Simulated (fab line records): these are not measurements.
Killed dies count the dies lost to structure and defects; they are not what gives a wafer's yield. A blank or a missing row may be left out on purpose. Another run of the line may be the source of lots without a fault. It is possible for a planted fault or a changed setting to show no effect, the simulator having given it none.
The tool behind it: which one? | flow nand-harc | 12 lots, 36 wafers sampled, at 5 steps of a route of 1159

## WHAT THE GAUGES SHOWED, per wafer
NHARC_END_SORT_01. Usual: killed-at-array 28, standard deviation 11; killed-at-other 0.7, standard deviation 1.1; killed-at-periphery 2.9, standard deviation 2; killed-dies 32, standard deviation 11; killed-open 3.2, standard deviation 1.8; killed-short 2.0, standard deviation 1.4.
lot  | measured     | on        | killed-at-array | killed-at-other | killed-at-periphery | killed-dies | killed-open | killed-short | flag
L246 | day 19 19:04 | prober-02 | 672 673 676     | 1 2 1           | 4 2 0               | 677 677 677 | 5 2 5       | 3 0 1        | OFF
L248 | day 20 02:53 | prober-02 | 673 672 676     | 0 0 0           | 4 5 1               | 677 677 677 | 1 5 3       | 2 1 2        | OFF

## WHICH TOOL RAN EACH LOT (tool, then ch and the chambers of the sampled wafers, then the start)
lot  | NHARC_A_STAIRCASE_DESCUM_312       | NHARC_A_STAIRCASE_ETCH_315                    | NHARC_A_STAIRCASE_DEP_151       | NHARC_A_STAIRCASE_DEP_322
L243 | rie-diel-06 ch 2,3, day 11 21:56   | rie-diel-06 ch 0,2,3, day 12 14:18 or earlier | pecvd-02 ch 0,2, day 12 14:18   | pecvd-04 ch 0,1, day 12 21:18
L245 | rie-diel-06 ch 0,1,2, day 12 02:10 | rie-diel-06 ch 0,1,2, day 12 18:46 or earlier | pecvd-02 ch 0,1,2, day 12 18:46 | pecvd-03 ch 0,1,2, day 13 01:52
L246 | rie-diel-06 ch 0,2, day 12 11:05   | rie-diel-06 ch 2,3, day 13 03:35 or earlier   | pecvd-02 ch 1,2, day 13 03:35   | pecvd-02 ch 0,2, day 13 13:50
L248 | rie-diel-05 ch 0,3, day 12 13:41   | rie-diel-05 ch 1,2,3, day 13 03:41 or earlier | pecvd-04 ch 0,2, day 13 03:41   | pecvd-04 ch 0,2, day 13 13:56
L257 | rie-diel-05 ch 0,2, day 14 18:42   | rie-diel-05 ch 0,1,2, day 15 11:18 or earlier | pecvd-03 ch 1,2, day 15 11:18   | pecvd-02 ch 0,2, day 15 21:02
L258 | rie-diel-04 ch 1,2, day 15 12:35   | rie-diel-04 ch 0,1,2, day 16 05:04 or earlier | pecvd-04 ch 1,2, day 16 05:04   | pecvd-03 ch 0,1,2, day 16 12:34
L259 | rie-diel-05 ch 2,3, day 15 19:52   | rie-diel-05 ch 0,3, day 16 11:47 or earlier   | pecvd-02 ch 0,1,2, day 16 11:47 | pecvd-02 ch 0,1,2, day 16 19:42
L261 | rie-diel-05 ch 1,2, day 16 11:41   | rie-diel-05 ch 0,1, day 17 01:49 or earlier   | pecvd-03 ch 0,1,2, day 17 01:49 | pecvd-02 ch 1,2, day 17 10:42
L263 | rie-diel-04 ch 0,1,3, day 16 15:28 | rie-diel-04 ch 1,3, day 17 10:09 or earlier   | pecvd-04 ch 0,1,2, day 17 10:09 | pecvd-03 ch 1,2, day 17 17:18
L266 | rie-diel-05 ch 0,3, day 17 05:49   | rie-diel-05 ch 0,3, day 17 23:41 or earlier   | pecvd-03 ch 0,1, day 17 23:41   | pecvd-03 ch 0,2, day 18 09:04
L264 | rie-diel-05 ch 1,3, day 17 12:14   | rie-diel-05 ch 1,2, day 18 07:50 or earlier   | pecvd-02 ch 0,2, day 18 07:50   | pecvd-03 ch 1,2, day 18 15:56
L265 | rie-diel-04 ch 0,1,2, day 17 20:14 | rie-diel-04 ch 0,2,3, day 18 12:47 or earlier | pecvd-02 ch 0,2, day 18 12:47   | pecvd-03 ch 0,1,2, day 19 05:16
- NHARC_A_STAIRCASE_DESCUM_312: chemistry O2, time 3 s.
- NHARC_A_STAIRCASE_ETCH_315: etches the open film in C4F8/O2/Ar, target depth 2500 nm, time 607.1 s.
- NHARC_A_STAIRCASE_DEP_151: deposits SiO2, target thk 3800 nm.
- NHARC_A_STAIRCASE_DEP_322: deposits SiO2, target thk 3800 nm.

## WHAT THE TOOLS THEMSELVES READ (means of the sampled wafers that have a number; where no wafer has one, the mark that the record gives instead)
NHARC_A_STAIRCASE_DESCUM_312. Usual: drypump-motor-current-A 5.70 A, standard deviation 0.21; o2-flow-sccm 200.1 sccm, standard deviation 0.65; oes-product-au 0.999 a.u., standard deviation 0.0094; rf-vpp-V 57.6 V, standard deviation 0.84; showerhead-plenum-p-Torr 1.89 Torr, standard deviation 0.098; throttle-valve-pct 11.311 %, standard deviation 0.0092.
lot  | tool        | drypump-motor-current-A (A) | o2-flow-sccm (sccm) | oes-product-au (a.u.) | rf-vpp-V (V) | showerhead-plenum-p-Torr (Torr) | throttle-valve-pct (%) | flag
L243 | rie-diel-06 | 5.73                        | 200.0               | 1.008                 | 57.5         | 1.92                            | 11.310                 |
L245 | rie-diel-06 | 5.84                        | 200.5               | 1.003                 | 57.1         | 1.79                            | 11.317                 |
L246 | rie-diel-06 | 5.64                        | 199.4               | 1.002                 | 57.0         | 1.79                            | 11.309                 |
L248 | rie-diel-05 | 5.74                        | 200.0               | 0.995                 | 58.5         | 1.89                            | 11.308                 |
L257 | rie-diel-05 | 5.47                        | 200.2               | 1.002                 | 57.8         | 1.86                            | 11.303                 |
L258 | rie-diel-04 | 5.56                        | 200.6               | 1.001                 | 56.7         | 1.94                            | 11.321                 |
L259 | rie-diel-05 | 5.49                        | 200.4               | 0.997                 | 58.0         | 1.94                            | 11.321                 |
L261 | rie-diel-05 | 5.47                        | 200.0               | 0.990                 | 57.0         | 1.86                            | 11.311                 |
L263 | rie-diel-04 | 5.71                        | 200.5               | 0.992                 | 57.6         | 1.94                            | 11.312                 |
L266 | rie-diel-05 | 5.73                        | 199.2               | 1.006                 | 57.9         | 1.87                            | 11.308                 |
L264 | rie-diel-05 | 5.76                        | 200.2               | 1.001                 | 58.2         | 1.97                            | 11.317                 |
L265 | rie-diel-04 | 5.60                        | 200.1               | 1.009                 | 57.8         | 1.95                            | 11.306                 |

NHARC_A_STAIRCASE_ETCH_315. Usual: oes-product-au 0.933 a.u., standard deviation 0.01; rf-vpp-V 1823 V, standard deviation 13.
lot  | tool        | oes-product-au (a.u.) | rf-vpp-V (V) | flag
L243 | rie-diel-06 | 0.929                 | 1819         |
L245 | rie-diel-06 | 0.942                 | 1812         |
L246 | rie-diel-06 | 0.953                 | 1828         |
L248 | rie-diel-05 | 0.923                 | 1828         |
L257 | rie-diel-05 | 0.937                 | 1816         |
L258 | rie-diel-04 | 0.933                 | 1833         |
L259 | rie-diel-05 | 0.934                 | 1822         |
L261 | rie-diel-05 | 0.937                 | 1811         |
L263 | rie-diel-04 | 0.922                 | 1826         |
L266 | rie-diel-05 | 0.940                 | 1821         |
L264 | rie-diel-05 | 0.923                 | 1816         |
L265 | rie-diel-04 | 0.928                 | 1836         |

NHARC_A_STAIRCASE_DEP_151. Usual: heater-power-outer-w 395 W, standard deviation 69; heater-power-w 677 W, standard deviation 110; mfc-precursor-sccm 200.0 sccm, standard deviation 0.55.
lot  | tool     | heater-power-outer-w (W) | heater-power-w (W) | mfc-precursor-sccm (sccm) | flag
L243 | pecvd-02 | 419                      | 771                | 200.5                     |
L245 | pecvd-02 | 423                      | 732                | 200.3                     |
L246 | pecvd-02 | 408                      | 718                | 200.0                     |
L248 | pecvd-04 | 417                      | 664                | 199.1                     |
L257 | pecvd-03 | 419                      | 724                | 200.2                     |
L258 | pecvd-04 | 370                      | 594                | 200.0                     |
L259 | pecvd-02 | 408                      | 708                | 200.2                     |
L261 | pecvd-03 | 373                      | 671                | 199.9                     |
L263 | pecvd-04 | 367                      | 621                | 200.8                     |
L266 | pecvd-03 | 414                      | 715                | 199.6                     |
L264 | pecvd-02 | 464                      | 790                | 200.1                     |
L265 | pecvd-02 | 429                      | 751                | 200.4                     |

NHARC_A_STAIRCASE_DEP_322. Usual: heater-power-outer-w 388 W, standard deviation 61; heater-power-w 667 W, standard deviation 92; mfc-precursor-sccm 199.9 sccm, standard deviation 0.64.
lot  | tool     | heater-power-outer-w (W) | heater-power-w (W) | mfc-precursor-sccm (sccm) | flag
L243 | pecvd-04 | 370                      | 620                | 199.5                     |
L245 | pecvd-03 | 375                      | 662                | 199.9                     |
L246 | pecvd-02 | -                        | -                  | -                         | OFF
L248 | pecvd-04 | -                        | -                  | -                         | OFF
L257 | pecvd-02 | 473                      | 835                | 199.6                     |
L258 | pecvd-03 | 360                      | 642                | 199.4                     |
L259 | pecvd-02 | 407                      | 709                | 199.9                     |
L261 | pecvd-02 | 354                      | 606                | 200.3                     |
L263 | pecvd-03 | 366                      | 675                | 200.0                     |
L266 | pecvd-03 | 365                      | 675                | 199.9                     |
L264 | pecvd-03 | 393                      | 708                | 199.1                     |
L265 | pecvd-03 | 355                      | 643                | 199.3                     |

## THE ANSWER, worked out from the rows above alone
Rule: a lot is off if the mean of its wafers that have a number lies more than 3 standard deviations from the usual mean. Also off: a lot with no number at a reading for which 4 or more lots have one. Any other lot the step has rows for is counted as sound. After the gauges, taken in route order, come the tools' own readings; for these a lot's mean is taken, as printed above. The first step at which some lot is off is used, and at that step the reading that is off furthest; a lot without a number counts as furthest.
Off, at NHARC_END_SORT_01 on killed-at-array: L246, L248. Neither off nor sound, because the step has no rows for them: L243, L245, L257, L258, L259, L261, L263, L266, L264, L265.
If a tool, at a process step before that reading, ran all the lots that are off and no sound lot after the first of them, it fits. The gauges at NHARC_END_SORT_01 aren't tried: what is off there is off at NHARC_A_STAIRCASE_DEP_322 too, on other tools, and a gauge's error can't cause that. With no start given for some of its lots, NHARC_A_STAIRCASE_ETCH_315 uses the hours and lot order of NHARC_A_STAIRCASE_DEP_151. No candidate that was tried fits.

## WHAT THE SIMULATOR PUT IN
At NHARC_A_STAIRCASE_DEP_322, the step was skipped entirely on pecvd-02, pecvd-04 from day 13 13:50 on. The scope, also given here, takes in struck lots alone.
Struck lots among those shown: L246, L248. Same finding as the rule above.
